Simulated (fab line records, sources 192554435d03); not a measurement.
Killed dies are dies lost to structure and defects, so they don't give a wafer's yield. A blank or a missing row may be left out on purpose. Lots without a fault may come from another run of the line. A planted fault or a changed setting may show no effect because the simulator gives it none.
One fault seen from 2 desks | flow n5_finfet | each desk has only its own numbers; what lay behind them comes last

THE METROLOGY DESK
What the gauges read, lot by lot, whatever tool the lot ran on: means of the sampled wafers that have a number. A lot is out of limits, marked OUT, if its mean lies more than 4 standard deviations from the usual mean; the brackets give that distance. Of its 16 readings 7 are shown: the one that was out of limits first, and those that lie furthest out on some lot.
Columns: A = V3_OVL at N5_BEOL_M4_OVL_MEAS_29, usual 0.1 nm; B = trench_depth_nm at N5_BEOL_M4_OCD_MEAS_38, usual 55.7 nm; C = M4_THK at N5_BEOL_M4_THK_MEAS_53, usual 41.0 nm; D = M4_RS at N5_BEOL_M4_RS_MEAS_58, usual 0.666 ohm/sq; E = DIBL_N at N5_BEOL_M4_RC_MEAS_101, usual 36.4 mV/V; F = SERP_M4 at N5_BEOL_M4_RC_MEAS_101, usual 199 ohm/um; G = SS_N at N5_BEOL_M4_RC_MEAS_101, usual 71.5 mV/dec
lot  | first seen here | A    | B               | C               | D     | E    | F   | G
L846 | day 9 12:38     | 1.5  | 55.5            | 41.1            | 0.669 | 35.8 | 209 | 71.1
L849 | day 9 17:28     | 0.8  | 55.3            | 42.8            | 0.627 | 35.4 | 188 | 71.6
L850 | day 10 09:14    | -0.0 | 55.0            | 40.6            | 0.676 | 36.7 | 203 | 71.5
L857 | day 11 22:21    | -0.8 | 56.6            | 42.0            | 0.634 | 38.9 | 184 | 72.5
L858 | day 12 22:13    | -0.7 | 61.5 (+6.1) OUT | 46.2 (+4.4) OUT | 0.584 | 36.1 | 177 | 71.8
L859 | day 13 01:52    | 0.8  | 60.2 (+4.8) OUT | 44.7            | 0.623 | 36.3 | 177 | 71.5
L862 | day 13 03:10    | 0.7  | 55.6            | 41.8            | 0.653 | 35.6 | 185 | 71.2
This desk's finding: out of limits on L858, L859; first on L858, day 13 00:26 (trench_depth_nm at N5_BEOL_M4_OCD_MEAS_38). In limits: L846, L849, L850, L857, L862.

THE TOOL OWNER'S DESK: rie_diel-06
The tool's own readings at N5_BEOL_M4_TRENCH_ETCH_37 (etches SiOC in C4F6/O2, target depth 55.555 nm, time 29.2 s): means of the sampled wafers that have a number, for each lot that ran on this tool. A lot is out of limits, marked OUT, if its mean lies more than 4 standard deviations from the usual mean; the brackets give that distance.
Columns: A = C4F6_flow_sccm at N5_BEOL_M4_TRENCH_ETCH_37, usual 10.00 sccm; B = drypump_motor_current_A at N5_BEOL_M4_TRENCH_ETCH_37, usual 5.6 A; C = oes_product_au at N5_BEOL_M4_TRENCH_ETCH_37, usual 0.81 a.u.; D = rf_vpp_V at N5_BEOL_M4_TRENCH_ETCH_37, usual 664 V; E = showerhead_plenum_p_Torr at N5_BEOL_M4_TRENCH_ETCH_37, usual 2.85 Torr; F = throttle_valve_pct at N5_BEOL_M4_TRENCH_ETCH_37, usual 20.79 %
lot  | first seen here | A     | B   | C    | D   | E    | F
L846 | day 9 15:56     | 10.00 | 5.6 | 0.77 | 663 | 2.85 | 20.84
L849 | day 10 13:04    | 9.99  | 5.7 | 0.80 | 663 | 2.83 | 20.84
L850 | day 10 16:05    | 9.98  | 5.5 | 0.80 | 662 | 2.83 | 20.90
L858 | day 13 00:17    | 10.00 | 5.4 | 0.88 | 661 | 2.83 | 20.82
L859 | day 13 02:47    | 10.00 | 5.7 | 0.81 | 663 | 2.82 | 20.89
This desk's finding: nothing out of limits on any of the 5 lots.

PUT TOGETHER
The metrology desk could have raised an alarm at day 13 00:26, on L858, L859.
The tool owner's desk saw nothing out of limits.
The tool owner's desk has L858, L859 on record, within its limits.
Of the lots named, all ran N5_BEOL_M4_TRENCH_ETCH_37 on rie_diel-06.

WHAT THE SIMULATOR HAD PUT IN
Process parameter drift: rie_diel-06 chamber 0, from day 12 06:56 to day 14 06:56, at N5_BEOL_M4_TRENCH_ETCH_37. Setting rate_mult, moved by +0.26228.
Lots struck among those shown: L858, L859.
Hours from the fault's start to each desk's first reading out of limits: the metrology desk, 18.
